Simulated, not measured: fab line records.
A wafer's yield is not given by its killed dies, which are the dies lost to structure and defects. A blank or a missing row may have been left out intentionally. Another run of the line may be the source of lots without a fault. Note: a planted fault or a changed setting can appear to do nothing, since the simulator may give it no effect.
Chamber matching	flow nand harc	rie diel-07 running NHARC_A_CONTACT_ETCH_96: 4 sister chambers
The step etches the open film in C4F6/O2, target depth 20 nm, time 10 s. 16 wafers are shown with their chamber, then 8 later ones without.

== WAFERS, EACH WITH ITS CHAMBER ==
wafer	chamber	drypump motor current A (A)	showerhead plenum p Torr (Torr)	rf vpp V (V)
L544.2	2	5.5	3.64	541
L544.4	3	6.1	3.66	542
L544.6	1	5.7	4.00	549
L545.1	1	5.8	4.00	549
L545.3	3	6.1	3.66	541
L545.5	1	5.7	4.00	548
L543.1	0	5.0	4.13	551
L543.4	1	5.7	4.00	548
L543.6	3	6.1	3.66	542
L548.2	0	5.1	4.13	552
L548.5	0	5.0	4.13	551
L548.6	1	5.8	4.00	549
L549.1	0	5.0	4.13	550
L549.5	2	5.6	4.23	553
L549.6	3	6.1	3.65	542
L550.1	2	5.6	4.23	554

SIGNATURES (averages over the wafers above)
reading	chamber 0	chamber 1	chamber 2	chamber 3	scatter within a chamber
drypump motor current A	5.025	5.740	5.567	6.100	0.0467
showerhead plenum p Torr	4.1300	4.0000	4.0333	3.6575	0.139
rf vpp V	551.00	548.60	549.33	541.75	3.01
Rule: for each reading, subtract the chamber's mean from the wafer's reading, divide by that reading's scatter and square the result; add these up over the readings and take the root, which gives the wafer's distance from the chamber. The wafer belongs to the nearest chamber; if the next one is less than 2 further off, it can't be placed. How the scatter is found: for the shown wafers, subtract from each reading the mean of its chamber, square and add these, divide the total by (wafers less chambers), then take the root.

== WAFERS MISSING THEIR CHAMBER ==
wafer	drypump motor current A (A)	showerhead plenum p Torr (Torr)	rf vpp V (V)
L550.2	6.1	3.65	541
L550.3	5.7	4.00	548
L558.1	6.1	3.65	542
L558.3	5.5	4.22	551
L558.5	5.5	4.22	552
L557.4	6.1	3.65	542
L557.5	6.1	3.65	542
L557.6	5.5	4.22	554

== WHICH CHAMBER EACH ONE RAN IN ==
wafer	from the rows above	in truth
L550.2	3	3
L550.3	1	1
L558.1	3	3
L558.3	2	2
L558.5	2	2
L557.4	3	3
L557.5	3	3
L557.6	2	2
Correctly placed: 8 of 8. Can't be placed from these rows: 0. Number placed wrongly: 0.
